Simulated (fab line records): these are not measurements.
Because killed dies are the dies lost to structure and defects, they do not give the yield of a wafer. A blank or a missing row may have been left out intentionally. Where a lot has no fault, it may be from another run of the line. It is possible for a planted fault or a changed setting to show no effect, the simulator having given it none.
fab line records ; flow nand_harc
record: lots: 5; wafers: 13; last_day: 23
route steps=1159 shown P_GATE@148 P_CONTACT@217 END@1159
lots with no fault: from the same line, run without faults
start_h: hours from the record's opening day to when the first of the lot's shown wafers began ; wait_h: hours from the lot's prior step to this one ; " repeats the value in the row above ; L1.1+2: several wafers, shown together as one row ; - no value, or no start was given ; * or withheld: withheld ; < > ~ a bound
route shown NAME@n: NAME is a module with steps in the file, n the number in the route of the first one ; usual: mean and standard deviation over wafers with no fault ; same: alike in all rows ; chamber/n: place in a boat ; sites: the reading at each site ; _std_site: the values' standard deviation ; _edge_site: outer sites' mean less inner sites' ; radius_mm: how far each site lies from the wafer's centre ; mask NAME#n: copy n ; behind: the most recent tool/chamber to have shaped the wafer ; hold: cause of the lot's hold/its duration in hours/its outcome ; device: which transistor (n, p or np) failed to switch ; end of line: tests of these same wafers at the route's end ; where a step has no rows: the recipe by itself ; killed: the dies lost at the first sort to structure and to defects; this is not the yield of the wafer ; map: per-die view of a wafer (x killed, . not killed, _ where there is no die)
set.NAME: setting as actually run; set.NAME@STEP: the setting as run at that earlier step ; model.NAME: the simulator's own value behind a step, which no gauge read
lots seen at some steps along the route; tables by step, rows by wafer
services: a tool's chamber out of use, with start hour (start_h, from the record's first day; less than 0 if before it), hours out, and reason
== steps ==
step: NHARC_P_GATE_ETCH_114
recipe: target_depth_a: 300; overetch_a: 30; time_s: 16.5; ion_energy_ev: 100; cf4_flow_sccm: 80; o2_flow_sccm: 20; ar_flow_sccm: 0; rf_w: 300; bias_w: 100; chemistry: CF4/O2
step: NHARC_P_GATE_ETCH_32
recipe: target_depth_a: 1500; over_etch_frac: 1; over_etch_ion_energy_ev: 40; time_s: 100.1; hbr_flow_sccm: 150; cl2_flow_sccm: 50; rf_w: 400; icp_w: 400; bias_w: 100; chemistry: HBr/Cl2
step: NHARC_P_GATE_STRIP_108
recipe: o2_flow_sccm: 500; ar_flow_sccm: 0; bias_w: 0; chemistry: O2
usual: drypump_motor_current_A: 6.0/0.41; oes_product_au: 0.994/0.012; rf_vpp_V: 57.8/0.9; showerhead_plenum_p_Torr: 3.50/0.18; throttle_valve_pct: 17.037/0.0091
same: bias_w: 0
lot.wafer;tool;chamber;start_h;wait_h;drypump_motor_current_A;oes_product_au;rf_hours_counter_h;rf_vpp_V;showerhead_plenum_p_Torr;throttle_valve_pct
L925.1;rie_diel-12;1;88.61;-;5.9;1.009;24;57.2;3.31;17.036
L925.4;rie_diel-12;3;88.61;-;5.6;0.979;23;57.8;3.68;17.035
L925.6;rie_diel-12;0;88.61;-;6.1;1.009;-;57.7;3.70;17.036
L928.4;rie_diel-03;2;111.62;-;5.5;0.979;10;58.7;3.73;17.038
L928.1;rie_diel-03;3;111.62;-;6.7;0.968;13;56.6;3.45;17.028
L928.6;rie_diel-03;2;111.62;-;5.5;0.988;-;58.9;3.73;17.036
L938.1;rie_diel-12;2;169.34;-;5.3;0.998;51;58.0;3.37;17.046
L938.4;rie_diel-12;3;169.34;-;5.6;0.992;50;58.7;3.66;17.017
L938.5;rie_diel-12;2;169.34;-;5.3;0.983;-;57.1;3.37;17.038
L939.4;rie_diel-11;3;182.65;-;6.6;0.994;57;57.7;3.34;17.054
L939.3;rie_diel-11;1;182.65;-;5.7;1.019;48;58.6;3.78;17.039
L939.6;rie_diel-11;3;182.65;-;6.7;0.998;-;58.4;3.34;17.036
L940.5;rie_diel-11;3;183.44;-;6.7;0.989;-;56.7;3.34;17.035
step: NHARC_P_GATE_CD_MEAS_33
usual: cd_nm: 121/3.6
lot.wafer;tool;chamber;start_h;wait_h;cd_nm
L925.1;cd_sem-03;-;88.78;-;121
L925.4;cd_sem-03;-;88.78;-;123
L925.6;cd_sem-03;-;88.78;-;124
L928.1;cd_sem-01;-;111.79;-;117
L928.4;cd_sem-01;-;111.79;-;113
L928.6;cd_sem-01;-;111.79;-;120
L938.1;cd_sem-03;-;169.50;-;116
L938.4;cd_sem-03;-;169.50;-;123
L938.5;cd_sem-03;-;169.50;-;113
L939.3;cd_sem-03;-;182.82;-;118
L939.4;cd_sem-03;-;182.82;-;115
L939.6;cd_sem-03;-;182.82;-;123
L940.5;cd_sem-03;-;183.55;-;122
step: NHARC_P_GATE_STRIP_35
recipe: time_s: 600; temp_c: 130; chemistry: SPM
step: NHARC_P_GATE_PRECLEAN_73
recipe: time_s: *; temp_c: 50; bath_age_min: 0; chemistry: SC1
step: NHARC_P_GATE_SRD_74
step: NHARC_P_GATE_ALD_36
recipe: target_thk_a: 200; pulse_time_s: 60; ald_cycles: 223; temp_c: 400; material: SiNx
step: NHARC_P_GATE_ETCHBACK_37
recipe: target_depth_a: 345; time_s: 17.2; chf3_flow_sccm: 50; o2_flow_sccm: 10; ar_flow_sccm: 200; rf_w: 500; bias_w: 200; chemistry: CHF3/O2
usual: bias_w: 199.9/0.61; drypump_motor_current_A: 5.9/0.39; oes_product_au: 0.94/0.035; rf_vpp_V: 370.7/2.9; showerhead_plenum_p_Torr: 2.40/0.12; throttle_valve_pct: 20.572/0.0094
same: time_s: 17.2
lot.wafer;tool;chamber;start_h;wait_h;bias_w;drypump_motor_current_A;oes_product_au;rf_hours_counter_h;rf_vpp_V;showerhead_plenum_p_Torr;throttle_valve_pct
L925.4;rie_diel-03;2;-;-;199.5;5.5;0.90;10;374.3;2.54;20.573
L925.1;rie_diel-03;3;-;-;200.4;6.7;0.90;12;369.0;2.35;20.570
L925.6;rie_diel-03;2;-;-;200.2;5.6;0.91;-;373.2;2.54;20.568
L928.1;rie_diel-03;1;-;-;200.0;6.1;0.92;14;365.4;2.27;20.589
L928.4;rie_diel-03;3;-;-;199.3;6.7;0.90;14;370.4;2.35;20.574
L928.6;rie_diel-03;2;-;-;199.6;5.5;0.91;-;373.2;2.54;20.569
L938.4;rie_diel-03;3;-;-;200.4;6.7;0.90;27;368.7;2.34;20.566
L938.1;rie_diel-03;1;-;-;199.5;6.0;0.93;27;369.9;2.26;20.549
L938.5;rie_diel-03;3;-;-;200.0;6.7;0.89;-;368.9;2.34;20.573
L939.4;rie_diel-03;0;-;-;199.6;5.9;0.94;31;370.4;2.39;20.570
L939.3;rie_diel-03;1;-;-;201.5;6.0;0.94;30;367.5;2.26;20.580
L939.6;rie_diel-03;0;-;-;200.0;5.9;0.95;-;370.0;2.39;20.568
L940.5;rie_diel-03;1;-;-;199.5;6.0;1.00;-;365.6;2.26;20.583
step: NHARC_P_GATE_STRIP_101
recipe: time_s: 20; o2_flow_sccm: 500; ar_flow_sccm: 0; bias_w: 0; chemistry: O2
step: NHARC_P_GATE_PRECLEAN_97
recipe: time_s: 600; temp_c: 120; chemistry: SPM
step: NHARC_P_GATE_SRD_98
step: NHARC_P_GATE_PRECLEAN_99
recipe: time_s: *; temp_c: 50; bath_age_min: 0; chemistry: SC1
same: time_s: *
lot.wafer;tool;chamber;start_h;wait_h
L925.1+4+6;wet_bench-01;1,2,5;101.12;-
L928.4+6+1;wet_bench-01;0,1,5;122.13;-
L938.1+5+4;wet_bench-07;5,6,7;181.87;-
L939.4+3+6;wet_bench-02;0,1,3;193.54;-
L940.5;wet_bench-07;1;193.75;-
step: NHARC_P_GATE_SRD_100
step: NHARC_P_GATE_DEHYDRATE_38
recipe: temp_c: 150; time_s: 120
step: NHARC_P_GATE_HMDS_39
recipe: time_s: 30
step: NHARC_P_GATE_COAT_40
recipe: spin_rpm: 3000
step: NHARC_P_GATE_SOFTBAKE_41
recipe: temp_c: 122; time_s: 95
step: NHARC_P_GATE_EBR_42
step: NHARC_P_GATE_EXPOSE_43
recipe: na: 0.6; target_cd_nm: 720; dose_mj: 14.81; mask_id: P_NSD
step: NHARC_P_GATE_PEB_44
recipe: peb_temp_c: 118; peb_time_s: 85
step: NHARC_P_GATE_DEVELOP_45
recipe: time_s: 70
step: NHARC_P_GATE_CD_MEAS_46
recipe: target_cd_nm: 720; landing_energy_ev: 500
usual: cd_nm: 719.5/1.9
lot.wafer;tool;chamber;start_h;wait_h;cd_nm
L925.1;cd_sem-01;0;101.88;-;717.5
L925.4;cd_sem-01;0;101.88;-;718.3
L925.6;cd_sem-01;0;101.88;-;720.0
L928.1;cd_sem-02;0;122.90;-;719.5
L928.4;cd_sem-02;0;122.90;-;719.4
L928.6;cd_sem-02;0;122.90;-;721.0
L938.1;cd_sem-01;0;182.63;-;717.5
L938.4;cd_sem-01;0;182.63;-;717.9
L938.5;cd_sem-01;0;182.63;-;721.2
L939.3;cd_sem-02;0;194.30;-;721.1
L939.4;cd_sem-02;0;194.30;-;720.2
L939.6;cd_sem-02;0;194.30;-;720.3
L940.5;cd_sem-01;0;194.52;-;722.2
step: NHARC_P_GATE_HARDBAKE_47
recipe: temp_c: 125; time_s: 80
step: NHARC_P_GATE_DESCUM_48
recipe: time_s: 3; o2_flow_sccm: 200; ar_flow_sccm: 0; bias_power_w: 0; chemistry: O2
usual: drypump_motor_current_A: 5.9/0.39; oes_product_au: 0.995/0.013; rf_vpp_V: 57.7/0.91; showerhead_plenum_p_Torr: 1.91/0.11; throttle_valve_pct: 11.312/0.0089
same: time_s: 3
lot.wafer;tool;chamber;start_h;wait_h;drypump_motor_current_A;oes_product_au;rf_hours_counter_h;rf_vpp_V;showerhead_plenum_p_Torr;throttle_valve_pct
L925.4;rie_diel-12;1;102.04;-;6.0;1.001;28;57.2;1.78;11.304
L925.1;rie_diel-12;0;102.04;-;6.1;1.003;27;58.3;2.01;11.325
L925.6;rie_diel-12;2;102.04;-;5.4;1.000;-;57.2;1.83;11.314
L928.4;rie_diel-12;2;123.06;-;5.3;1.008;33;57.6;1.83;11.324
L928.1;rie_diel-12;0;123.06;-;6.1;1.014;33;58.4;2.01;11.310
L928.6;rie_diel-12;3;123.06;-;5.5;0.986;-;58.8;2.00;11.308
L938.1;rie_diel-12;3;182.88;-;5.6;0.993;57;59.2;1.99;11.323
L938.4;rie_diel-12;1;182.88;-;5.9;1.010;56;58.2;1.78;11.309
L938.5;rie_diel-12;3;182.88;-;5.5;0.993;-;57.7;1.99;11.324
L939.3;rie_diel-12;2;194.54;-;5.3;0.991;63;56.9;1.82;11.297
L939.4;rie_diel-12;1;194.54;-;5.9;0.998;62;57.4;1.77;11.324
L939.6;rie_diel-12;2;194.54;-;5.3;0.986;-;57.8;1.82;11.317
L940.5;rie_diel-12;3;194.72;-;5.6;0.977;-;59.0;1.99;11.310
step: NHARC_P_GATE_IMPLANT_49
recipe: energy_kev: 30; dose_cm2: 3e+15; tilt_deg: 7
step: NHARC_P_GATE_STRIP_111
recipe: power_w: 1500; temp_c: 110; time_s: 250; chemistry: N2/H2
step: NHARC_P_GATE_STRIP_75
recipe: power_w: 1500; temp_c: 250; chemistry: O2
usual: drypump_motor_current_A: 6.2/0.33; heater_power_w: 317/39
lot.wafer;tool;chamber;start_h;wait_h;drypump_motor_current_A;heater_power_w;rf_hours_counter_h
L925.1;plasma_asher-02;1;103.56;0.3;6.1;308;31
L925.4;plasma_asher-02;1;103.56;0.3;6.1;308;-
L925.6;plasma_asher-02;1;103.56;0.3;6.1;312;-
L928.1;plasma_asher-01;0;123.74;0.3;6.5;375;5
L928.4;plasma_asher-01;1;123.74;0.3;6.5;332;-
L928.6;plasma_asher-01;1;123.74;0.3;6.5;338;-
L938.1;plasma_asher-01;1;184.09;0.2;6.5;325;23
L938.4;plasma_asher-01;1;184.09;0.2;6.5;329;-
L938.5;plasma_asher-01;1;184.09;0.2;6.5;340;-
L939.4;plasma_asher-01;1;195.23;0.2;6.5;324;-
L939.3;plasma_asher-01;0;195.23;0.2;6.4;375;-
L939.6;plasma_asher-01;1;195.23;0.2;6.5;326;-
L940.5;plasma_asher-02;0;195.52;0.1;5.7;271;-
step: NHARC_P_GATE_STRIP_50
recipe: time_s: 900; temp_c: 130; chemistry: SPM
step: NHARC_P_GATE_DEHYDRATE_51
recipe: temp_c: 150; time_s: 120
step: NHARC_P_GATE_HMDS_52
recipe: time_s: 30
step: NHARC_P_GATE_COAT_53
recipe: spin_rpm: 3000
step: NHARC_P_GATE_SOFTBAKE_54
recipe: temp_c: 122; time_s: 95
step: NHARC_P_GATE_EBR_55
step: NHARC_P_GATE_EXPOSE_56
recipe: na: 0.6; target_cd_nm: 720; dose_mj: 14.81; mask_id: P_PSD
step: NHARC_P_GATE_PEB_57
recipe: peb_temp_c: 118; peb_time_s: 85
step: NHARC_P_GATE_DEVELOP_58
recipe: time_s: 70
step: NHARC_P_GATE_CD_MEAS_59
recipe: target_cd_nm: 720; landing_energy_ev: 500
usual: cd_nm: 719.2/2.7
lot.wafer;tool;chamber;start_h;wait_h;cd_nm
L925.1;cd_sem-01;0;104.36;-;721.9
L925.4;cd_sem-01;0;104.36;-;722.0
L925.6;cd_sem-01;0;104.36;-;721.9
L928.1;cd_sem-03;0;124.67;-;722.8
L928.4;cd_sem-03;0;124.67;-;724.5
L928.6;cd_sem-03;0;124.67;-;722.8
L938.1;cd_sem-02;0;185.05;-;716.0
L938.4;cd_sem-02;0;185.05;-;716.6
L938.5;cd_sem-02;0;185.05;-;714.3
L939.3;cd_sem-01;0;196.14;-;718.6
L939.4;cd_sem-01;0;196.14;-;720.3
L939.6;cd_sem-01;0;196.14;-;720.7
L940.5;cd_sem-02;0;196.40;-;715.5
step: NHARC_P_GATE_HARDBAKE_60
recipe: temp_c: 125; time_s: 80
step: NHARC_P_GATE_DESCUM_61
recipe: time_s: 3; o2_flow_sccm: 200; ar_flow_sccm: 0; bias_power_w: 0; chemistry: O2
step: NHARC_P_GATE_IMPLANT_62
recipe: energy_kev: 20; dose_cm2: 3e+15; tilt_deg: 7
step: NHARC_P_GATE_STRIP_112
recipe: power_w: 1500; temp_c: 110; time_s: 200; chemistry: N2/H2
usual: drypump_motor_current_A: 6.2/0.33; heater_power_w: 85/10
same: time_s: 200
lot.wafer;tool;chamber;start_h;wait_h;drypump_motor_current_A;heater_power_w;rf_hours_counter_h
L925.1;plasma_asher-02;0;105.87;1.1;5.7;70;33
L925.4;plasma_asher-02;1;105.87;1.1;6.1;84;-
L925.6;plasma_asher-02;0;105.87;1.1;5.7;70;-
L928.1;plasma_asher-02;1;125.20;0.2;6.1;85;40
L928.4;plasma_asher-02;1;125.20;0.2;6.1;82;-
L928.6;plasma_asher-02;0;125.20;0.2;5.7;73;-
L938.1;plasma_asher-01;0;187.15;1.7;6.5;98;26
L938.4;plasma_asher-01;1;187.15;1.7;6.5;87;-
L938.5;plasma_asher-01;0;187.15;1.7;6.5;100;-
L939.4;plasma_asher-02;1;196.75;0.2;6.1;76;-
L939.3;plasma_asher-02;0;196.75;0.2;5.7;72;-
L939.6;plasma_asher-02;1;196.75;0.2;6.0;77;-
L940.5;plasma_asher-02;0;197.16;0.3;5.7;73;-
step: NHARC_P_GATE_INSPECT_68
usual: raw_defect_count: 198/72
lot.wafer;tool;chamber;start_h;wait_h;hold;raw_defect_count
L925.1;defect_inspect-02;-;110.19;0.2;-;174
L925.4;defect_inspect-02;-;110.19;0.2;-;150
L925.6;defect_inspect-02;-;110.19;0.2;-;207
L928.1;defect_inspect-01;-;129.37;0.2;-;149
L928.4;defect_inspect-01;-;129.37;0.2;-;148
L928.6;defect_inspect-01;-;129.37;0.2;-;146
L938.1;defect_inspect-02;-;194.61;0.2;-;462
L938.4;defect_inspect-02;-;194.61;0.2;-;203
L938.5;defect_inspect-02;-;194.61;0.2;-;215
L939.3;defect_inspect-01;-;201.13;0.1;-;185
L939.4;defect_inspect-01;-;201.13;0.1;-;239
L939.6;defect_inspect-01;-;201.13;0.1;-;130
L940.5;defect_inspect-01;-;201.39;0.1;await_dispo/0.2h/release;532
L940.5;defect_inspect-01;-;201.56;0.2;-;526
step: NHARC_P_CONTACT_DEP_30
recipe: target_thk_a: 300; temp_c: 400; target_thk_nm: 30; flow_sccm: 200; rf_w: 450; material: SiNx
usual: heater_power_w: 734/100
lot.wafer;tool;chamber;start_h;wait_h;hold;heater_power_w
L925.1;pecvd-02;0;110.26;0.1;-;724
L925.6;pecvd-02;1;110.26;0.1;-;740
L925.4;pecvd-02;2;110.26;0.1;-;897
L928.1;pecvd-02;0;129.43;0.1;-;820
L928.6;pecvd-02;0;129.43;0.1;-;820
L928.4;pecvd-02;2;129.43;0.1;-;832
L938.1;pecvd-01;1;194.68;0.1;-;550
L938.5;pecvd-01;2;194.68;0.1;-;499
L938.4;pecvd-01;0;194.68;0.1;-;868
L939.3;pecvd-02;0;201.23;0.1;-;765
L939.4;pecvd-02;2;201.23;0.1;-;911
L939.6;pecvd-02;1;201.23;0.1;-;671
L940.5;pecvd-01;2;209.01;7.4;await_dispo/7.2h/release;586
step: NHARC_END_SORT_01
recipe: temp_c: 25
usual: killed_at_array: 25/10; killed_at_other: 0.6/0.91; killed_at_periphery: 3.6/2.9; killed_dies: 29/10; killed_open: 3.3/2; killed_short: 1.9/1.5
same: gross_dies: 677
lot.wafer;tool;chamber;start_h;wait_h;killed_at_array;killed_at_other;killed_at_periphery;killed_dies;killed_open;killed_short
L940.5;prober-01;0;535.54;3.7;12;1;56;69;4;2
L939.3;prober-02;0;541.97;3.1;33;4;1;38;3;2
killed by level:class
L940.5 P_GATE:unspecified=49 P_ZERO_WELL:chamber_film_flake=6 A_CONTACT:chamber_film_flake=4 A_CHANNEL_HOLE_D1:chamber_film_flake=2 A_ONON_D1:geometric_particle:open=1 A_CHANNEL_FILL_D1:geometric_particle:open=1 A_WL_FILL:geometric_particle:short=1 A_WL_FILL:geometric_particle:open=1
L939.3 A_CHANNEL_HOLE_D1:chamber_film_flake=17 A_STAIRCASE:chamber_film_flake=6 A_SLIT:chamber_film_flake=3 THIN_TSV:chamber_film_flake=3 A_CONTACT:chamber_film_flake=2 P_CONTACT:geometric_particle:short=1 A_SGD_CUT:geometric_particle:open=1 A_WL_FILL:geometric_particle:short=1
map L940.5 (x killed, . not)
____________.____________
_________......._________
_______..........._______
______.............______
_____..............._____
____.................____
____.........x.......____
___.............xx....___
___...................___
__.....................__
__.x...................__
_...............x......._
_.......x..............._
_......................._
_.x.......x.x..........._
_......................._
.....................x...
xx.......x...............
..x......................
.....x...................
...................xxx.xx
_...................xxx._
_x..x..............xxxxx_
_.................xxxxxx_
_.................xxxxxx_
_........x........xxxxxx_
__.................xxxx__
__..............x.xxxxx__
___.....x.........xxxx___
___................xx.___
____.....x..x.......x____
____.................____
_____..............._____
______.............______
_______..........._______
_________......._________
____________.____________
map L938.1 (x killed, . not)
____________.____________
_________......._________
_______.........x._______
______.............______
_____x.............._____
____..x..............____
____...x.............____
___...................___
___..x................___
__..x....x.............__
__...................x.__
_......x................_
_........x.............._
_x......................_
_xx....................._
_x.x...................._
.....x...................
xxx...........x..........
.xx.........x............
..x......................
x........................
_.x....................._
_.x....................._
_....x.................._
_............x..x.x....._
_...........x..........._
__...............x.....__
__.....................__
___............x......___
___...................___
____.............x...____
____.................____
_____..........x.x.._____
______.........x.xx______
_______.......xxx._______
_________.....xx_________
____________.____________
== services ==
tool;chamber;start_h;hours;kind
plasma_asher-02;-;65.61;4.6;repair
plasma_asher-01;-;72.21;2.2;repair
rie_diel-11;1;73.61;14.5;repair
pecvd-02;-;79.05;1.0;repair
pecvd-01;-;81.70;5.9;repair
rie_diel-12;0;83.46;-;clean
rie_diel-12;1;83.46;-;clean
rie_diel-12;2;83.46;-;clean
rie_diel-12;3;83.46;-;clean
wet_bench-07;-;96.00;8.0;pm
plasma_asher-01;-;99.00;9.0;pm
rie_diel-11;1;104.11;4.5;repair
rie_diel-12;0;107.98;-;clean
rie_diel-12;1;107.98;-;clean
plasma_asher-01;-;123.99;6.7;repair
rie_diel-03;3;148.73;7.9;repair
pecvd-02;-;153.00;13.0;pm
rie_diel-11;-;155.07;0.5;repair
wet_bench-02;-;180.19;8.0;pm
plasma_asher-02;-;183.02;9.0;pm
plasma_asher-01;-;187.74;3.9;repair
rie_diel-11;-;189.52;9.0;pm
rie_diel-12;-;202.53;9.0;pm
pecvd-01;-;204.38;0.6;repair
== key ==
first_sign: step: NHARC_P_GATE_INSPECT_68; reading: raw_defect_count; direction: up; sigmas: 4.6; usual: 198; struck: 532
effect: step: NHARC_P_GATE_INSPECT_68; reading: hold; direction: added
effect: step: NHARC_END_SORT_01; reading: killed_at_periphery; direction: up; sigmas: 18; usual: 3.6; struck: 56
more_kills_born_at: NHARC_P_GATE_PRECLEAN_99@wet_bench-07: 49
met_at NHARC_P_GATE_PRECLEAN_99
struck_wafers L940.5
tester_left_out L940
also_fits time
fault: kind: chamber_particle_source; tool: wet_bench-07; chamber: 1; onset_h: 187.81; steps: NHARC_P_GATE_PRECLEAN_99; rate_per_visit_cm2: 0.4098; end_h: 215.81
tester_left_out: of these lots the tester's yield and bins aren't shown, on N5 and GAA mostly nor the transistor test; their killed dies are dies lost to structure and defects alone, not to doping, threshold or leakage, so they don't give the yield
